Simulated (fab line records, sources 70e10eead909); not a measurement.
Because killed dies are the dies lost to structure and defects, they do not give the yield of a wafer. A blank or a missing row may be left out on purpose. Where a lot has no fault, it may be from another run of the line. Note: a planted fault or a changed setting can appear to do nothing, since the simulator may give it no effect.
fab line records	flow nandHarc	part 1 of 2: steps 1 to 22 of 36
record: lots: 5	wafers: 15	lastDay: 33
route steps=1302 shown A_CONTACT@1006
lots untouched by any fault: they come from a run of this same line in which no faults occurred
startH: hours from the record's first day to the start of the lot's first wafer shown	waitH: hours from the lot's prior step to this one	" the same as in the row above	L1.1+2: a single row standing in for several wafers	- no value present, or no start provided	* or withheld: withheld	< > ~ a bound
route shown NAME@n: NAME is a module with steps in the file, n the number in the route of the first one	usual: average and standard deviation across the fault-free wafers	same: alike in all rows	chamber/n: place in a boat	sites: each site's reading	_std_site: standard deviation of those values	_edge_site: outer sites' mean less inner sites'	radiusMm: for every site, how far away it sits from the centre of the wafer	mask NAME#n: copy n	behind: the tool/chamber that last shaped the wafer	hold: why the lot went on hold/how many hours it stayed there/how the hold came to an end	device: the transistor (n, p or np) that didn't switch	end of line: tests of these same wafers at the route's end	a step given without rows: its recipe and nothing more	killed: dies lost to structure and defects at the first sort, not the wafer's yield	map: per-die view of a wafer (x killed, . not killed, _ where there is no die)
set.NAME: the setting that was run; set.NAME@STEP: the one run at that earlier step	model.NAME: the simulator's own value behind a step, which no gauge read
lots at selected steps of the route; one table per step, one row per wafer
services: a tool's chamber out of use, with start hour (startH, from the record's first day; less than 0 if before it), hours out, and reason
== steps ==
step: NHARC_A_CONTACT_ETCH_112
recipe: sourceW: withheld	pressureMtorr: 20	biasV: 3000	timeS: 190	targetDepthA: 18500	arFlowSccm: withheld	c4f8FlowSccm: withheld	o2FlowSccm: withheld	chemistry: C4F8/O2/Ar
same: timeS: 190
lot.wafer	tool	chamber	startH	waitH	rfHoursCounterH
L074.2	harCapEtch-02	1	481.58	0.2	81
L074.4	"	1	"	"	-
L074.3	"	0	"	"	-
L080.1	harCapEtch-02	0	545.79	0.2	96
L080.3	"	1	"	"	-
L080.6	"	0	"	"	-
L083.2	harCapEtch-03	0	592.35	0.2	54
L083.4	"	1	"	"	-
L083.3	"	0	"	"	-
L095.1	harCapEtch-01	0	699.18	0.2	34
L095.4	"	1	"	"	-
L095.5	"	1	"	"	-
L096.2	harCapEtch-01	1	708.14	0.2	37
L096.1	"	0	"	"	37
L096.5	"	1	"	"	-
step: NHARC_A_CONTACT_ETCH_113
recipe: sourceW: withheld	pressureMtorr: 20	biasV: 3000	timeS: 190	targetDepthA: 18500	arFlowSccm: withheld	c4f8FlowSccm: withheld	o2FlowSccm: withheld	chemistry: C4F8/O2/Ar
same: timeS: 190
lot.wafer	tool	chamber	startH	waitH	rfHoursCounterH
L074.2	harCapEtch-02	1	481.75	0.1	81
L074.4	"	1	"	"	-
L074.3	"	0	"	"	-
L080.1	harCapEtch-02	0	546.02	0.2	96
L080.3	"	1	"	"	-
L080.6	"	0	"	"	-
L083.2	harCapEtch-03	0	592.52	0.1	54
L083.4	"	1	"	"	-
L083.3	"	0	"	"	-
L095.1	harCapEtch-01	0	699.35	0.1	34
L095.4	"	1	"	"	-
L095.5	"	1	"	"	-
L096.2	harCapEtch-01	1	708.31	0.1	37
L096.1	"	0	"	"	37
L096.5	"	1	"	"	-
step: NHARC_A_CONTACT_ETCH_114
recipe: sourceW: withheld	pressureMtorr: 20	biasV: 3000	timeS: 190	targetDepthA: 18500	arFlowSccm: withheld	c4f8FlowSccm: withheld	o2FlowSccm: withheld	chemistry: C4F8/O2/Ar
same: timeS: 190
lot.wafer	tool	chamber	startH	waitH	rfHoursCounterH
L074.2	harCapEtch-02	1	481.92	0.1	81
L074.4	"	1	"	"	-
L074.3	"	0	"	"	-
L080.1	harCapEtch-02	0	546.24	0.2	96
L080.3	"	1	"	"	-
L080.6	"	0	"	"	-
L083.2	harCapEtch-03	0	592.69	0.1	54
L083.4	"	1	"	"	-
L083.3	"	0	"	"	-
L095.1	harCapEtch-01	0	699.52	0.1	35
L095.4	"	1	"	"	-
L095.5	"	1	"	"	-
L096.2	harCapEtch-01	1	708.48	0.1	37
L096.1	"	0	"	"	37
L096.5	"	1	"	"	-
step: NHARC_A_CONTACT_ETCH_115
recipe: sourceW: withheld	pressureMtorr: 20	biasV: 3000	timeS: 190	targetDepthA: 18500	arFlowSccm: withheld	c4f8FlowSccm: withheld	o2FlowSccm: withheld	chemistry: C4F8/O2/Ar
same: timeS: 190
lot.wafer	tool	chamber	startH	waitH	rfHoursCounterH
L074.2	harCapEtch-02	1	482.09	0.1	81
L074.4	"	1	"	"	-
L074.3	"	0	"	"	-
L080.1	harCapEtch-02	0	546.47	0.2	96
L080.3	"	1	"	"	-
L080.6	"	0	"	"	-
L083.2	harCapEtch-03	0	592.86	0.1	55
L083.4	"	1	"	"	-
L083.3	"	0	"	"	-
L095.1	harCapEtch-01	0	699.69	0.1	35
L095.4	"	1	"	"	-
L095.5	"	1	"	"	-
L096.2	harCapEtch-01	1	708.65	0.1	37
L096.1	"	0	"	"	37
L096.5	"	1	"	"	-
step: NHARC_A_CONTACT_ETCH_116
recipe: sourceW: withheld	pressureMtorr: 20	biasV: 3000	timeS: 190	targetDepthA: 18500	arFlowSccm: withheld	c4f8FlowSccm: withheld	o2FlowSccm: withheld	chemistry: C4F8/O2/Ar
same: timeS: 190
lot.wafer	tool	chamber	startH	waitH	rfHoursCounterH
L074.2	harCapEtch-02	1	482.26	0.1	81
L074.4	"	1	"	"	-
L074.3	"	0	"	"	-
L080.1	harCapEtch-02	0	546.70	0.2	97
L080.3	"	1	"	"	-
L080.6	"	0	"	"	-
L083.2	harCapEtch-03	0	593.04	0.1	55
L083.4	"	1	"	"	-
L083.3	"	0	"	"	-
L095.1	harCapEtch-01	0	699.86	0.1	35
L095.4	"	1	"	"	-
L095.5	"	1	"	"	-
L096.2	harCapEtch-01	1	708.82	0.1	37
L096.1	"	0	"	"	37
L096.5	"	1	"	"	-
step: NHARC_A_CONTACT_ETCH_117
recipe: sourceW: withheld	pressureMtorr: 20	biasV: 3000	timeS: 190	targetDepthA: 18500	arFlowSccm: withheld	c4f8FlowSccm: withheld	o2FlowSccm: withheld	chemistry: C4F8/O2/Ar
same: timeS: 190
lot.wafer	tool	chamber	startH	waitH	rfHoursCounterH
L074.2	harCapEtch-02	1	482.44	0.1	81
L074.4	"	1	"	"	-
L074.3	"	0	"	"	-
L080.1	harCapEtch-02	0	546.92	0.2	97
L080.3	"	1	"	"	-
L080.6	"	0	"	"	-
L083.2	harCapEtch-03	0	593.20	0.1	55
L083.4	"	1	"	"	-
L083.3	"	0	"	"	-
L095.1	harCapEtch-01	0	700.03	0.1	35
L095.4	"	1	"	"	-
L095.5	"	1	"	"	-
L096.2	harCapEtch-01	1	708.99	0.1	37
L096.1	"	0	"	"	37
L096.5	"	1	"	"	-
step: NHARC_A_CONTACT_ETCH_118
recipe: sourceW: withheld	pressureMtorr: 20	biasV: 3000	timeS: 190	targetDepthA: 18500	arFlowSccm: withheld	c4f8FlowSccm: withheld	o2FlowSccm: withheld	chemistry: C4F8/O2/Ar
same: timeS: 190
lot.wafer	tool	chamber	startH	waitH	rfHoursCounterH
L074.2	harCapEtch-02	1	482.61	0.1	81
L074.4	"	1	"	"	-
L074.3	"	0	"	"	-
L080.1	harCapEtch-02	0	547.15	0.2	97
L080.3	"	1	"	"	-
L080.6	"	0	"	"	-
L083.2	harCapEtch-03	0	593.37	0.1	55
L083.4	"	1	"	"	-
L083.3	"	0	"	"	-
L095.1	harCapEtch-01	0	700.20	0.1	35
L095.4	"	1	"	"	-
L095.5	"	1	"	"	-
L096.2	harCapEtch-01	1	709.17	0.1	38
L096.1	"	0	"	"	38
L096.5	"	1	"	"	-
step: NHARC_A_CONTACT_ETCH_119
recipe: sourceW: withheld	pressureMtorr: 20	biasV: 3000	timeS: 190	targetDepthA: 18500	arFlowSccm: withheld	c4f8FlowSccm: withheld	o2FlowSccm: withheld	chemistry: C4F8/O2/Ar
same: timeS: 190
lot.wafer	tool	chamber	startH	waitH	rfHoursCounterH
L074.2	harCapEtch-02	1	482.78	0.1	82
L074.4	"	1	"	"	-
L074.3	"	0	"	"	-
L080.1	harCapEtch-02	0	547.38	0.2	97
L080.3	"	1	"	"	-
L080.6	"	0	"	"	-
L083.2	harCapEtch-03	0	593.55	0.1	55
L083.4	"	1	"	"	-
L083.3	"	0	"	"	-
L095.1	harCapEtch-01	0	700.37	0.1	35
L095.4	"	1	"	"	-
L095.5	"	1	"	"	-
L096.2	harCapEtch-01	1	709.34	0.1	38
L096.1	"	0	"	"	38
L096.5	"	1	"	"	-
step: NHARC_A_CONTACT_ETCH_120
recipe: sourceW: withheld	pressureMtorr: 20	biasV: 3000	timeS: 190	targetDepthA: 18500	arFlowSccm: withheld	c4f8FlowSccm: withheld	o2FlowSccm: withheld	chemistry: C4F8/O2/Ar
same: timeS: 190
lot.wafer	tool	chamber	startH	waitH	rfHoursCounterH
L074.2	harCapEtch-02	1	482.95	0.1	82
L074.4	"	1	"	"	-
L074.3	"	0	"	"	-
L080.1	harCapEtch-02	0	547.61	0.2	97
L080.3	"	1	"	"	-
L080.6	"	0	"	"	-
L083.2	harCapEtch-03	0	593.72	0.1	55
L083.4	"	1	"	"	-
L083.3	"	0	"	"	-
L095.1	harCapEtch-01	0	700.54	0.1	36
L095.4	"	1	"	"	-
L095.5	"	1	"	"	-
L096.2	harCapEtch-01	1	709.51	0.1	38
L096.1	"	0	"	"	38
L096.5	"	1	"	"	-
step: NHARC_A_CONTACT_ETCH_121
recipe: sourceW: withheld	pressureMtorr: 20	biasV: 3000	timeS: 190	targetDepthA: 18500	arFlowSccm: withheld	c4f8FlowSccm: withheld	o2FlowSccm: withheld	chemistry: C4F8/O2/Ar
same: timeS: 190
lot.wafer	tool	chamber	startH	waitH	rfHoursCounterH
L074.2	harCapEtch-02	1	483.12	0.1	82
L074.4	"	1	"	"	-
L074.3	"	0	"	"	-
L080.1	harCapEtch-02	0	547.84	0.2	97
L080.3	"	1	"	"	-
L080.6	"	0	"	"	-
L083.2	harCapEtch-03	0	593.89	0.1	56
L083.4	"	1	"	"	-
L083.3	"	0	"	"	-
L095.1	harCapEtch-01	0	700.71	0.1	36
L095.4	"	1	"	"	-
L095.5	"	1	"	"	-
L096.2	harCapEtch-01	1	709.68	0.1	38
L096.1	"	0	"	"	38
L096.5	"	1	"	"	-
step: NHARC_A_CONTACT_ETCH_122
recipe: sourceW: withheld	pressureMtorr: 20	biasV: 3000	timeS: 190	targetDepthA: 18500	arFlowSccm: withheld	c4f8FlowSccm: withheld	o2FlowSccm: withheld	chemistry: C4F8/O2/Ar
same: timeS: 190
lot.wafer	tool	chamber	startH	waitH	rfHoursCounterH
L074.2	harCapEtch-02	1	483.29	0.1	82
L074.4	"	1	"	"	-
L074.3	"	0	"	"	-
L080.1	harCapEtch-02	0	548.07	0.2	97
L080.3	"	1	"	"	-
L080.6	"	0	"	"	-
L083.2	harCapEtch-03	0	594.06	0.1	56
L083.4	"	1	"	"	-
L083.3	"	0	"	"	-
L095.1	harCapEtch-01	0	700.88	0.1	36
L095.4	"	1	"	"	-
L095.5	"	1	"	"	-
L096.2	harCapEtch-01	1	709.85	0.1	38
L096.1	"	0	"	"	38
L096.5	"	1	"	"	-
step: NHARC_A_CONTACT_ETCH_123
recipe: sourceW: withheld	pressureMtorr: 20	biasV: 400	timeS: 490	targetDepthA: 21100	arFlowSccm: withheld	c4f8FlowSccm: 11.5	o2FlowSccm: 7.2	chemistry: C4F8/O2/Ar
same: timeS: 490
lot.wafer	tool	chamber	startH	waitH	rfHoursCounterH
L074.2	harCapEtch-02	1	483.47	0.1	82
L074.4	"	1	"	"	-
L074.3	"	0	"	"	-
L080.1	harCapEtch-02	0	548.30	0.2	98
L080.3	"	1	"	"	-
L080.6	"	0	"	"	-
L083.2	harCapEtch-03	0	594.29	0.2	56
L083.4	"	1	"	"	-
L083.3	"	0	"	"	-
L095.1	harCapEtch-01	0	701.05	0.1	36
L095.4	"	1	"	"	-
L095.5	"	1	"	"	-
L096.2	harCapEtch-01	1	710.01	0.1	38
L096.1	"	0	"	"	38
L096.5	"	1	"	"	-
step: NHARC_A_CONTACT_ETCH_90
recipe: targetDepthA: 400	overEtchFrac: 0.5	timeS: 85.7	ionEnergyEv: 120	ch3fFlowSccm: 50	o2FlowSccm: 30	arFlowSccm: 200	rfW: 500	biasW: 100	chemistry: CH3F/O2
usual: drypumpMotorCurrentA: 5.70/0.3	oesProductAu: 0.96/0.04	rfVppV: 244.7/2.1	showerheadPlenumPTorr: 2.48/0.15	throttleValvePct: 20.664/0.0087
same: timeS: 85.7
lot.wafer	tool	chamber	startH	waitH	drypumpMotorCurrentA	oesProductAu	rfHoursCounterH	rfVppV	showerheadPlenumPTorr	throttleValvePct
L074.4	rieDiel-05	2	484.44	0.7	5.55	0.95	20	242.8	2.40	20.655
L074.3	"	0	"	"	5.80	0.93	22	244.5	2.49	20.666
L074.2	"	1	"	"	5.12	0.94	22	242.3	2.38	20.643
L080.3	rieDiel-10	2	549.45	0.7	5.54	0.94	37	241.5	2.27	20.673
L080.1	"	3	"	"	6.08	0.92	46	244.1	2.43	20.666
L080.6	"	3	"	"	6.09	0.92	-	244.9	2.43	20.660
L083.3	rieDiel-10	0	595.19	0.6	6.15	0.90	63	244.2	2.27	20.663
L083.2	"	1	"	"	5.20	0.92	55	244.5	2.52	20.674
L083.4	"	2	"	"	5.55	0.92	54	243.0	2.27	20.650
L095.4	rieDiel-12	2	702.04	0.6	5.89	0.99	8	241.5	2.28	20.670
L095.1	"	0	"	"	5.56	0.99	9	247.3	2.65	20.664
L095.5	"	3	"	"	5.44	1.02	-	245.7	2.56	20.666
L096.2	rieDiel-12	2	711.00	0.9	5.91	1.00	10	242.5	2.28	20.667
L096.1	"	3	"	"	5.45	1.01	10	246.5	2.56	20.670
L096.5	"	2	"	"	5.91	1.00	-	241.2	2.28	20.665
step: NHARC_A_CONTACT_ETCH_96
recipe: targetDepthA: 200	overEtchFrac: 0.5	timeS: 10	ionEnergyEv: 250	c4f6FlowSccm: 25	o2FlowSccm: 20	arFlowSccm: 500	rfW: 600	biasW: 500	chemistry: C4F6/O2
usual: drypumpMotorCurrentA: 5.7/0.31	oesProductAu: 0.971/0.028	rfVppV: 548/4.7	showerheadPlenumPTorr: 3.96/0.22	throttleValvePct: 26.904/0.0085
same: timeS: 10
lot.wafer	tool	chamber	startH	waitH	drypumpMotorCurrentA	oesProductAu	rfHoursCounterH	rfVppV	showerheadPlenumPTorr	throttleValvePct
L074.3	rieDiel-05	0	-	-	5.8	0.946	22	549	3.97	26.902
L074.4	"	1	"	"	5.1	0.938	22	544	3.81	26.893
L074.2	"	2	"	"	5.6	0.963	20	544	3.84	26.908
L080.3	rieDiel-10	1	-	-	5.2	0.936	38	548	4.02	26.901
L080.1	"	0	"	"	6.1	0.932	46	543	3.65	26.894
L080.6	"	1	"	"	5.2	0.926	-	549	4.02	26.895
L083.2	rieDiel-10	2	-	-	5.6	0.961	54	540	3.64	26.905
L083.3	"	3	"	"	6.1	0.948	63	546	3.87	26.901
L083.4	"	0	"	"	6.2	0.937	63	542	3.64	26.901
L095.4	rieDiel-12	1	-	-	6.0	0.989	10	553	4.22	26.902
L095.1	"	2	"	"	5.9	0.997	8	541	3.65	26.910
L095.5	"	1	"	"	6.0	0.988	-	553	4.22	26.912
L096.1	rieDiel-12	0	-	-	5.5	0.988	10	553	4.20	26.899
L096.2	"	2	"	"	5.9	0.996	10	542	3.65	26.892
L096.5	"	0	"	"	5.6	0.986	-	553	4.20	26.900
step: NHARC_A_CONTACT_CD_MEAS_53
usual: cdNm: 289.7/0.74
lot.wafer	tool	chamber	startH	waitH	cdNm
L074.2	cdSem-01	-	484.66	-	290.3
L074.3	"	-	"	"	289.7
L074.4	"	-	"	"	290.5
L080.1	cdSem-01	-	549.67	-	289.4
L080.3	"	-	"	"	290.7
L080.6	"	-	"	"	289.9
L083.2	cdSem-01	-	595.43	-	289.6
L083.3	"	-	"	"	290.6
L083.4	"	-	"	"	291.3
L095.1	cdSem-02	-	702.25	-	289.5
L095.4	"	-	"	"	290.3
L095.5	"	-	"	"	289.7
L096.1	cdSem-01	-	711.21	-	289.8
L096.2	"	-	"	"	289.6
L096.5	"	-	"	"	288.8
step: NHARC_A_CONTACT_STRIP_99
recipe: n2FlowSccm: 150	h2FlowSccm: 150	arFlowSccm: 0	biasW: 0	chemistry: N2/H2
lot.wafer	tool	chamber	startH	waitH
L074.3+4+2	rieDiel-12	2,3,0	484.75	0.1
L080.1+3+6	rieDiel-05	0,2,1	549.75	0.1
L083.2+3+4	rieDiel-12	0,2,3	595.50	0.1
L095.4+1+5	rieDiel-12	0,2,1	702.33	0.1
L096.1+2+5	rieDiel-10	3,2,3	711.30	0.1
step: NHARC_A_CONTACT_STRIP_100
recipe: cf4FlowSccm: 100	chf3FlowSccm: 30	arFlowSccm: 0	biasW: 0	chemistry: CF4/CHF3
lot.wafer	tool	chamber	startH	waitH
L074.2+3+4	rieDiel-12	0,1,2	484.83	0.1
L080.3+1+6	rieDiel-05	3,0,2	549.85	0.1
L083.3+4+2	rieDiel-12	0,1,3	595.60	0.1
L095.4+1+5	rieDiel-12	3,0,3	702.43	0.1
L096.1+2+5	rieDiel-10	3,2,3	711.49	0.2
step: NHARC_A_CONTACT_STRIP_101
recipe: o2FlowSccm: 400	cosFlowSccm: 20	arFlowSccm: 0	biasW: 0	chemistry: O2/COS
lot.wafer	tool	chamber	startH	waitH
L074.3+4+2	rieDiel-12	3,0,1	484.90	0.1
L080.3+1+6	rieDiel-05	3,0,2	549.91	0.1
L083.3+4+2	rieDiel-12	2,0,1	595.66	0.1
L095.4+1+5	rieDiel-12	1,3,1	702.49	0.1
L096.1+2+5	rieDiel-10	0,2,3	711.55	0.1
step: NHARC_A_CONTACT_ETCH_102
recipe: targetDepthA: 1000	overetchA: 100	timeS: 55	ionEnergyEv: 100	cf4FlowSccm: 80	o2FlowSccm: 20	arFlowSccm: 0	rfW: 300	biasW: 100	chemistry: CF4/O2
usual: drypumpMotorCurrentA: 5.7/0.3	oes_f_703_au: 1.000/0.0047	oesProductAu: 0.998/0.014	rfVppV: 198.1/1.8	showerheadPlenumPTorr: 1.35/0.081	throttleValvePct: 13.397/0.0093
same: timeS: 55
lot.wafer	tool	chamber	startH	waitH	drypumpMotorCurrentA	oes_f_703_au	oesProductAu	rfHoursCounterH	rfVppV	showerheadPlenumPTorr	throttleValvePct
L074.3	rieDiel-12	0	484.96	0.1	5.5	1.006	0.998	2	199.5	1.45	13.393
L074.4	"	1	"	"	6.0	1.009	1.001	5	195.3	1.24	13.411
L074.2	"	2	"	"	5.9	1.006	0.974	5	195.5	1.24	13.405
L080.3	rieDiel-05	0	549.96	0.1	5.8	0.999	1.005	41	198.5	1.35	13.394
L080.1	"	1	"	"	5.1	1.005	0.999	39	195.5	1.29	13.398
L080.6	"	1	"	"	5.1	1.004	1.003	-	197.1	1.29	13.383
L083.4	rieDiel-12	2	595.72	0.1	5.9	1.001	0.977	27	195.8	1.24	13.392
L083.2	"	0	"	"	5.5	0.996	1.001	24	199.6	1.44	13.388
L083.3	"	1	"	"	6.1	1.003	0.991	26	194.8	1.23	13.400
L095.1	rieDiel-12	0	702.55	0.1	5.5	1.003	0.992	9	198.8	1.44	13.395
L095.4	"	3	"	"	5.4	0.995	1.019	9	200.6	1.39	13.405
L095.5	"	1	"	"	6.0	1.002	0.985	-	199.4	1.44	13.387
L096.2	rieDiel-10	0	711.63	0.1	6.2	1.000	0.972	42	199.6	1.44	13.405
L096.1	"	2	"	"	5.6	0.994	0.996	42	200.8	1.44	13.396
L096.5	"	2	"	"	5.5	0.996	0.992	-	200.0	1.44	13.401
step: NHARC_A_CONTACT_STRIP_55
recipe: o2FlowSccm: 500	arFlowSccm: 0	biasW: 0	chemistry: O2
usual: drypumpMotorCurrentA: 5.70/0.29	oesProductAu: 0.999/0.015	rfVppV: 57.7/0.96	showerheadPlenumPTorr: 3.57/0.21	throttleValvePct: 17.036/0.009
lot.wafer	tool	chamber	startH	waitH	drypumpMotorCurrentA	oesProductAu	rfHoursCounterH	rfVppV	showerheadPlenumPTorr	throttleValvePct
L074.2	rieDiel-12	3	-	-	5.40	1.027	6	57.1	3.69	17.037
L074.3	"	0	"	"	5.55	1.014	2	58.4	3.81	17.036
L074.4	"	2	"	"	5.89	0.986	6	56.5	3.30	17.040
L080.1	rieDiel-05	3	-	-	5.69	0.981	41	57.6	3.75	17.034
L080.3	"	0	"	"	5.77	0.985	41	59.9	3.56	17.044
L080.6	"	2	"	"	5.57	1.010	-	58.4	3.44	17.047
L083.2	rieDiel-12	0	-	-	5.56	1.014	24	57.5	3.79	17.038
L083.4	"	1	"	"	6.05	0.997	26	56.7	3.27	17.041
L083.3	"	3	"	"	5.47	1.038	27	58.6	3.68	17.032
L095.1	rieDiel-12	1	-	-	6.04	0.987	11	58.3	3.80	17.028
L095.4	"	3	"	"	5.45	1.021	9	57.5	3.67	17.036
L095.5	"	1	"	"	6.06	0.993	-	57.0	3.80	17.026
L096.2	rieDiel-10	0	-	-	6.10	0.980	42	57.9	3.78	17.047
L096.1	"	3	"	"	6.09	0.998	43	56.6	3.46	17.032
L096.5	"	0	"	"	6.12	0.987	-	59.4	3.78	17.041
step: NHARC_A_CONTACT_STRIP_56
recipe: timeS: 600	tempC: 30	chemistry: postEtchResidueRemover
same: timeS: 600
lot.wafer	tool	chamber	startH	waitH
L074.4+3+2	wetBench-04	3,4,5	485.35	-
L080.6+3+1	wetBench-03	1,3,4	550.37	-
L083.4+3+2	wetBench-05	5,7,0	596.13	-
L095.5+4+1	wetBench-05	7,0,4	702.94	-
L096.5+2+1	wetBench-05	0,1,4	712.08	-
step: NHARC_A_CONTACT_DEP_57
recipe: targetThkA: 53000	tempC: 400	material: aC
usual: susceptorTempC: 399.93/0.21	throttleValvePct: 35.000/0.0095
lot.wafer	tool	chamber	startH	waitH	susceptorTempC	throttleValvePct
L074.2	aclDep-01	0	488.10	-	399.68	34.996
L074.3	"	0	"	"	399.95	34.988
L074.4	"	0	"	"	399.77	34.994
L080.1	aclDep-03	0	551.49	-	399.97	34.991
L080.3	"	0	552.57	-	400.21	34.995
L080.6	"	0	554.19	-	399.96	34.992
L083.2	aclDep-01	0	599.31	-	399.84	34.999
L083.3	"	0	"	"	399.98	35.016
L083.4	"	0	"	"	400.22	35.000
L095.1	aclDep-01	0	707.14	-	399.91	35.004
L095.4	"	0	708.74	-	399.96	34.992
L095.5	"	0	"	"	399.88	35.000
L096.1	aclDep-03	0	715.60	-	399.92	34.995
L096.2	"	0	"	"	399.99	35.000
L096.5	"	0	717.74	-	400.09	35.003
